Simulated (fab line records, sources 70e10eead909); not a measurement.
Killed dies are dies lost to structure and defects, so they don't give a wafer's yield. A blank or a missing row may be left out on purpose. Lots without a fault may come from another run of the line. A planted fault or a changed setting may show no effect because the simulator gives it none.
A struck lot beside a sound one | flow nand_harc | 17 steps out of a route of 1302
Sound: wafers L482.1, L482.2, L482.6. Struck: wafers L494.3, L494.5. (L494.6 of the same lot was not struck and is left out.) The cause comes at the end.
At each step with rows: each side's tool, then ch and its chambers, then its first start. Under that, the readings that differ: sound wafers | struck wafers | difference of the means | sigmas: that difference in standard deviations of wafers without a fault.
alike: readings whose means differ by less than 2 such deviations, and words and numbers that are the same on both sides. not compared: withheld readings, readings that some wafer has no value for, bounds like >300 that may hide the same value, and numbers for which the record gives no deviation and whose values overlap.
The two part at a step that has a row with sigmas, a row that says differs or no value, or rows on one side only. Numbers that don't overlap but have no deviation are shown without sigmas and don't part them. A reading that every wafer of one side lacks parts them only if that side has two wafers or more.

NHARC_P_M1_INSPECT_11:
  sound on defect_inspect-02, day 6 15:34; struck on defect_inspect-02, day 12 08:55
  alike: raw_defect_count
then, 1 step without rows for these wafers: NHARC_P_M1_DESCUM_14 (chemistry O2, time 3 s).
NHARC_P_M1_ETCH_35: etches the open film in N2/H2, target depth 40 nm, overetch 12 nm, time 43.94 s.
  sound on rie_diel-08 ch 0,1,2, day 6 15:43; struck on rie_diel-11 ch 0,1, day 12 09:05
  alike: drypump_motor_current_A, mfc_ar_sccm, oes_product_au, rf_vpp_V, showerhead_plenum_p_Torr, throttle_valve_pct
  not compared: rf_hours_counter_h
NHARC_P_M1_ETCH_15: etches the open film in C4F8/Ar, target depth 182.5 nm, time 91.2 s.
  sound on rie_diel-08 ch 0,1,3; struck on rie_diel-11 ch 0,2
  reading               | sound             | struck      | difference | sigmas
  oes_product_au (a.u.) | 0.917 0.922 0.924 | 0.971 0.962 | +0.045     | +2
  alike: rf_vpp_V
  not compared: rf_hours_counter_h
NHARC_P_M1_CD_MEAS_16:
  sound on cd_sem-03, day 6 15:56; struck on cd_sem-02, day 12 09:17
  alike: cd_nm
NHARC_P_M1_STRIP_18: strips in N2/H2.
  sound on rie_diel-08 ch 1,2,3, day 6 16:04; struck on rie_diel-01 ch 2,3, day 12 09:22
  alike: drypump_motor_current_A, mfc_ar_sccm, oes_product_au, rf_vpp_V, showerhead_plenum_p_Torr, throttle_valve_pct
  not compared: rf_hours_counter_h
then, 3 steps without rows for these wafers: NHARC_P_M1_ETCH_28 (etches the open film in CF4/N2, target depth 30 nm, time 72.99 s); NHARC_P_M1_STRIP_19 (strips in post etch residue remover, time 600 s); NHARC_P_M1_DEGAS_29 (time 60 s).
NHARC_P_M1_PRE_CLEAN_30: time 30 s.
  sound on pvd_sputter-02; struck on pvd_sputter-01
  alike: heater_power_w, susceptor_temp_C
NHARC_P_M1_PVD_20: deposits TaN, target thk 5 nm, time 8.06 s.
  sound on pvd_sputter-02; struck on pvd_sputter-01
  reading                | sound          | struck    | difference | sigmas
  throttle_valve_pct (%) | 32.1 32.5 30.4 | 29.3 29.7 | -2.2       | -2
  alike: cathode_dc_power_W
then, 1 step without rows for these wafers: NHARC_P_M1_PVD_21 (deposits Cu, target thk 30 nm, time 20.49 s).
NHARC_P_M1_ECD_22: material Cu, target thk 400 nm.
  sound on ecd_cu-01 ch 0,1, day 6 17:00; struck on ecd_cu-01 ch 0,1, day 12 10:29
then, 1 step without rows for these wafers: NHARC_P_M1_ANNEAL_31 (time 90 s).
NHARC_P_M1_CMP_23: polishes, t overpolish 20 s, target thk 157.82 nm.
  sound on cmp-01 ch 1,3, day 6 17:47; struck on cmp-03 ch 1,2, day 12 11:06
  reading                | sound          | struck    | difference | sigmas
  time_to_endpoint_s (s) | 28.4 26.6 27.4 | 47.2 46.5 | +19.4      | +9
  alike: edge_zone_pressure_frac, motor_current_A
NHARC_P_M1_THK_MEAS_24: measures by xrf.
  sound on film_metro-01, day 6 18:04; struck on film_metro-01, day 12 11:25
  reading     | sound             | struck      | difference | sigmas
  thk_nm (nm) | 156.7 155.9 155.6 | 159.3 159.1 | +3.1       | +2
-- the record jumps here: 18 days lie between the struck wafers' starts before and after (it left off in module P_M1 and takes up again in module END, whose first step shown is number 1302 of the route) --
NHARC_END_SORT_01:
  the record has rows for the struck wafers here (prober-02 ch 0, day 30 03:38) and none for the sound ones

WHERE THEY PART
First at NHARC_P_M1_ETCH_15; last, within this record, at NHARC_END_SORT_01.

WHY: what the simulator had put in
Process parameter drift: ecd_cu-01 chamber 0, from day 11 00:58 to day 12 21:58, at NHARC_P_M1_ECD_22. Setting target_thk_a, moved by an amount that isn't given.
